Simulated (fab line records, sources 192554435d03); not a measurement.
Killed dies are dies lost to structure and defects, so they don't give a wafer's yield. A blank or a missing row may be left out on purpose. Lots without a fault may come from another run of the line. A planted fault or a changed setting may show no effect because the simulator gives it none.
Split-lot experiment | flow n5_finfet | 7 lots, 21 wafers read, on a route of 1938 steps

THE SPLIT
At N5_PASSIVATION_SPUTTER_20 (material TaN, target thk 50 nm), the setting target_thk_a was moved away from the recipe's 500 angstrom on 5 of the 21 wafers read, by -12.1% to +5.7%. The other wafers ran this setting at the recipe's value.

The reading is taken at the split's own step.

THE READING
TaN_of_PASSIVATION_SPUTTER_20.thk_nm (the simulator's own value, which no gauge read), in nm, at N5_PASSIVATION_SPUTTER_20 (material TaN, target thk 50 nm). The file gives no usual value for it. The 16 wafers here that ran the recipe average 49.9 nm, standard deviation 0.72 nm.

wafer  | tool, chamber at the split | target_thk_a as run, angstrom | against the recipe | TaN_of_PASSIVATION_SPUTTER_20.thk_nm, nm | against lot-mates on the recipe
L075.1 | pvd_sputter-03, -          | 439.3                         | -12.1%             | 43                                       | -5.7
L075.5 | pvd_sputter-03, -          | 500                           | recipe             | 48.8                                     | -
L075.6 | pvd_sputter-03, -          | 500                           | recipe             | 48.6                                     | -
L080.1 | pvd_sputter-01, -          | 528.3                         | +5.7%              | 53                                       | +2.8
L080.3 | pvd_sputter-01, -          | 500                           | recipe             | 50.2                                     | -
L080.4 | pvd_sputter-01, -          | 528.3                         | +5.7%              | 52.8                                     | +2.6
L083.2 | pvd_sputter-02, -          | 500                           | recipe             | 50.6                                     | -
L083.3 | pvd_sputter-02, -          | 500                           | recipe             | 50.4                                     | -
L083.5 | pvd_sputter-02, -          | 500                           | recipe             | 50.8                                     | -
L081.1 | pvd_sputter-01, -          | 500                           | recipe             | 49.2                                     | -
L081.5 | pvd_sputter-01, -          | 500                           | recipe             | 49.2                                     | -
L081.6 | pvd_sputter-01, -          | 500                           | recipe             | 48.8                                     | -
L085.1 | pvd_sputter-02, -          | 500                           | recipe             | 50.6                                     | -
L085.6 | pvd_sputter-02, -          | 500                           | recipe             | 50.6                                     | -
L085.3 | pvd_sputter-02, -          | 500                           | recipe             | 50.4                                     | -
L088.1 | pvd_sputter-02, -          | 500                           | recipe             | 50.2                                     | -
L088.2 | pvd_sputter-02, -          | 500                           | recipe             | 49.8                                     | -
L088.3 | pvd_sputter-02, -          | 500                           | recipe             | 50                                       | -
L097.1 | pvd_sputter-01, -          | 465.3                         | -6.9%              | 46                                       | -3.4
L097.6 | pvd_sputter-01, -          | 465.3                         | -6.9%              | 46                                       | -3.4
L097.5 | pvd_sputter-01, -          | 500                           | recipe             | 49.4                                     | -

THE FIT
A straight line over all 21 wafers: TaN_of_PASSIVATION_SPUTTER_20.thk_nm changes by +0.555 nm for each +1% of target_thk_a; r = +0.96; the points scatter about the line by 0.66 nm.
The same after taking each lot's own level away (the mean of its wafers on the recipe; 21 wafers): +0.477 nm for each +1%; r = +1.00; scatter 0.14 nm.
On that fit, the largest move of target_thk_a shifts the reading by 5.8 nm.
The lots' own levels span 48.70 to 50.60 nm, that is 2.6 times the standard deviation above.
So the lot-to-lot level changes the slope: the two fits differ.
Check: with one of the wafers moved furthest among these (-12.1%) left out of the fit, the line predicts -5.89 nm for it against its lot-mates. It came out at -5.7 nm against them.

OTHER SPLITS ON THESE WAFERS
These wafers also went through other splits before the reading. Each is held against what the fit with the lots' levels taken away leaves over:
other split on the same wafers      | wafers away from the commonest value | r with TaN_of_PASSIVATION_SPUTTER_20.thk_nm (lot level and that fit taken away)
N5_BEOL_M14_ETCH_68 time_s          | 5                                    | +0.08
N5_BEOL_M14_TRENCH_ETCH_34 time_s   | 8                                    | +0.24
N5_BEOL_M15_EXPOSE_07 dose_mj       | 8                                    | +0.07
N5_BEOL_M15_STRIP_64 pressure_mtorr | 15                                   | +0.13

THE FILE'S OWN FIT
TaN_of_PASSIVATION_SPUTTER_20.thk_nm changes by +0.475 nm for each +1% of target_thk_a, r = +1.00.
